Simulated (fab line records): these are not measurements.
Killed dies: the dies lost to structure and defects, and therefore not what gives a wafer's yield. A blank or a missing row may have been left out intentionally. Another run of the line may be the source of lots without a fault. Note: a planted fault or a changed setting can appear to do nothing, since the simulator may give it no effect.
Split-lot experiment / flow n5_finfet / on a route of 1938 steps: 7 lots, 39 wafers read

## THE SPLIT ITSELF
At N5_PASSIVATION_PASS_ETCH_47 (etches SiNx in CF4/O2, target depth 770 nm, time 385 s), the setting time_s was moved away from the recipe's 385 s on 9 of the 39 wafers read, by -47.4% to +39.5%. For the rest of the wafers, this setting stayed at what the recipe calls for.

The reading is taken at the split's own step.

## THE READING
etch.depth_nm (the simulator's own value, which no gauge read), in nm, at N5_PASSIVATION_PASS_ETCH_47 (etches SiNx in CF4/O2, target depth 770 nm, time 385 s). The file gives no usual value for it. The 30 wafers here that ran the recipe average 757.0 nm, standard deviation 19 nm.

wafer=L075.1; tool, chamber at the split=rie_diel-02, 0; time_s as run, s=385; against the recipe=recipe; etch.depth_nm, nm=744.8; against lot-mates on the recipe=-
wafer=L075.2; tool, chamber at the split=rie_diel-02, 3; time_s as run, s=385; against the recipe=recipe; etch.depth_nm, nm=748.2; against lot-mates on the recipe=-
wafer=L075.3; tool, chamber at the split=rie_diel-02, 2; time_s as run, s=385; against the recipe=recipe; etch.depth_nm, nm=776.4; against lot-mates on the recipe=-
wafer=L075.4; tool, chamber at the split=rie_diel-02, 1; time_s as run, s=385; against the recipe=recipe; etch.depth_nm, nm=747.8; against lot-mates on the recipe=-
wafer=L075.5; tool, chamber at the split=rie_diel-02, 2; time_s as run, s=385; against the recipe=recipe; etch.depth_nm, nm=770.3; against lot-mates on the recipe=-
wafer=L075.6; tool, chamber at the split=rie_diel-02, 1; time_s as run, s=385; against the recipe=recipe; etch.depth_nm, nm=750.3; against lot-mates on the recipe=-
wafer=L078.1; tool, chamber at the split=rie_diel-02, 0; time_s as run, s=385; against the recipe=recipe; etch.depth_nm, nm=736.3; against lot-mates on the recipe=-
wafer=L078.2; tool, chamber at the split=rie_diel-02, 1; time_s as run, s=385; against the recipe=recipe; etch.depth_nm, nm=738.7; against lot-mates on the recipe=-
wafer=L078.3; tool, chamber at the split=rie_diel-02, 3; time_s as run, s=537.2; against the recipe=+39.5%; etch.depth_nm, nm=1039; against lot-mates on the recipe=+291.0
wafer=L078.4; tool, chamber at the split=rie_diel-02, 2; time_s as run, s=385; against the recipe=recipe; etch.depth_nm, nm=769; against lot-mates on the recipe=-
wafer=L078.5; tool, chamber at the split=rie_diel-02, 2; time_s as run, s=537.2; against the recipe=+39.5%; etch.depth_nm, nm=1075; against lot-mates on the recipe=+327.0
wafer=L078.6; tool, chamber at the split=rie_diel-02, 3; time_s as run, s=537.2; against the recipe=+39.5%; etch.depth_nm, nm=1040; against lot-mates on the recipe=+292.0
wafer=L081.1; tool, chamber at the split=rie_diel-02, 3; time_s as run, s=385; against the recipe=recipe; etch.depth_nm, nm=742.7; against lot-mates on the recipe=-
wafer=L081.2; tool, chamber at the split=rie_diel-02, 0; time_s as run, s=221.4; against the recipe=-42.5%; etch.depth_nm, nm=422.1; against lot-mates on the recipe=-324.4
wafer=L081.3; tool, chamber at the split=rie_diel-02, 1; time_s as run, s=385; against the recipe=recipe; etch.depth_nm, nm=732.9; against lot-mates on the recipe=-
wafer=L081.4; tool, chamber at the split=rie_diel-02, 2; time_s as run, s=385; against the recipe=recipe; etch.depth_nm, nm=763.8; against lot-mates on the recipe=-
wafer=L081.5; tool, chamber at the split=rie_diel-02, 1; time_s as run, s=221.4; against the recipe=-42.5%; etch.depth_nm, nm=425.3; against lot-mates on the recipe=-321.2
wafer=L081.6; tool, chamber at the split=rie_diel-02, 0; time_s as run, s=221.4; against the recipe=-42.5%; etch.depth_nm, nm=424.3; against lot-mates on the recipe=-322.2
wafer=L077.1; tool, chamber at the split=rie_diel-02, 2; time_s as run, s=385; against the recipe=recipe; etch.depth_nm, nm=759; against lot-mates on the recipe=-
wafer=L077.2; tool, chamber at the split=rie_diel-02, 1; time_s as run, s=385; against the recipe=recipe; etch.depth_nm, nm=744.6; against lot-mates on the recipe=-
wafer=L077.3; tool, chamber at the split=rie_diel-02, 0; time_s as run, s=385; against the recipe=recipe; etch.depth_nm, nm=745.3; against lot-mates on the recipe=-
wafer=L077.4; tool, chamber at the split=rie_diel-02, 3; time_s as run, s=385; against the recipe=recipe; etch.depth_nm, nm=747; against lot-mates on the recipe=-
wafer=L077.5; tool, chamber at the split=rie_diel-02, 2; time_s as run, s=385; against the recipe=recipe; etch.depth_nm, nm=764.3; against lot-mates on the recipe=-
wafer=L077.6; tool, chamber at the split=rie_diel-02, 3; time_s as run, s=385; against the recipe=recipe; etch.depth_nm, nm=748.5; against lot-mates on the recipe=-
wafer=L093.1; tool, chamber at the split=rie_diel-06, 0; time_s as run, s=202.6; against the recipe=-47.4%; etch.depth_nm, nm=394.3; against lot-mates on the recipe=-362.3
wafer=L093.2; tool, chamber at the split=rie_diel-06, 1; time_s as run, s=385; against the recipe=recipe; etch.depth_nm, nm=734.9; against lot-mates on the recipe=-
wafer=L093.3; tool, chamber at the split=rie_diel-06, 2; time_s as run, s=385; against the recipe=recipe; etch.depth_nm, nm=781.5; against lot-mates on the recipe=-
wafer=L093.4; tool, chamber at the split=rie_diel-06, 3; time_s as run, s=202.6; against the recipe=-47.4%; etch.depth_nm, nm=397.6; against lot-mates on the recipe=-359.0
wafer=L093.5; tool, chamber at the split=rie_diel-06, 1; time_s as run, s=202.6; against the recipe=-47.4%; etch.depth_nm, nm=383.4; against lot-mates on the recipe=-373.2
wafer=L093.6; tool, chamber at the split=rie_diel-06, 0; time_s as run, s=385; against the recipe=recipe; etch.depth_nm, nm=753.3; against lot-mates on the recipe=-
wafer=L094.2; tool, chamber at the split=rie_diel-06, 3; time_s as run, s=385; against the recipe=recipe; etch.depth_nm, nm=765.2; against lot-mates on the recipe=-
wafer=L094.3; tool, chamber at the split=rie_diel-06, 2; time_s as run, s=385; against the recipe=recipe; etch.depth_nm, nm=787.4; against lot-mates on the recipe=-
wafer=L094.6; tool, chamber at the split=rie_diel-06, 2; time_s as run, s=385; against the recipe=recipe; etch.depth_nm, nm=785.3; against lot-mates on the recipe=-
wafer=L097.1; tool, chamber at the split=rie_diel-04, 3; time_s as run, s=385; against the recipe=recipe; etch.depth_nm, nm=816.3; against lot-mates on the recipe=-
wafer=L097.2; tool, chamber at the split=rie_diel-04, 0; time_s as run, s=385; against the recipe=recipe; etch.depth_nm, nm=733.7; against lot-mates on the recipe=-
wafer=L097.3; tool, chamber at the split=rie_diel-04, 2; time_s as run, s=385; against the recipe=recipe; etch.depth_nm, nm=762; against lot-mates on the recipe=-
wafer=L097.4; tool, chamber at the split=rie_diel-04, 1; time_s as run, s=385; against the recipe=recipe; etch.depth_nm, nm=750.4; against lot-mates on the recipe=-
wafer=L097.5; tool, chamber at the split=rie_diel-04, 2; time_s as run, s=385; against the recipe=recipe; etch.depth_nm, nm=760.7; against lot-mates on the recipe=-
wafer=L097.6; tool, chamber at the split=rie_diel-04, 1; time_s as run, s=385; against the recipe=recipe; etch.depth_nm, nm=748.9; against lot-mates on the recipe=-

FIT RESULTS
A straight line over all 39 wafers: etch.depth_nm changes by +7.66 nm for each +1% of time_s; r = +0.99; the points scatter about the line by 18 nm.
The same after taking each lot's own level away (the mean of its wafers on the recipe; 39 wafers): +7.66 nm for each +1%; r = +1.00; scatter 15 nm.
According to that fit, moving time_s by its largest amount changes the reading by 3.6e+02 nm.
The lots' own levels span 746.47 to 779.30 nm, that is 1.8 times the standard deviation above.
Consequently the slope shifts little with the lot-to-lot level, the two slopes agreeing.
Check: -363 nm against its lot-mates is what the line predicts for one of the wafers moved furthest among these (-47.4%) when that wafer is left out of the fit. Against them it came out at -362 nm.

## THE OTHER SPLITS THESE WAFERS WENT THROUGH
Other splits were also applied to these wafers ahead of the reading. Each is held against what the fit with the lots' levels taken away leaves over:
other split on the same wafers=N5_BEOL_M13_ETCH_59 time_s; wafers away from the commonest value=18; r with etch.depth_nm (lot level and that fit taken away)=-0.01

## THE FILE'S OWN FIT
etch.depth_nm changes by +7.66 nm for each +1% of time_s, r = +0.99.
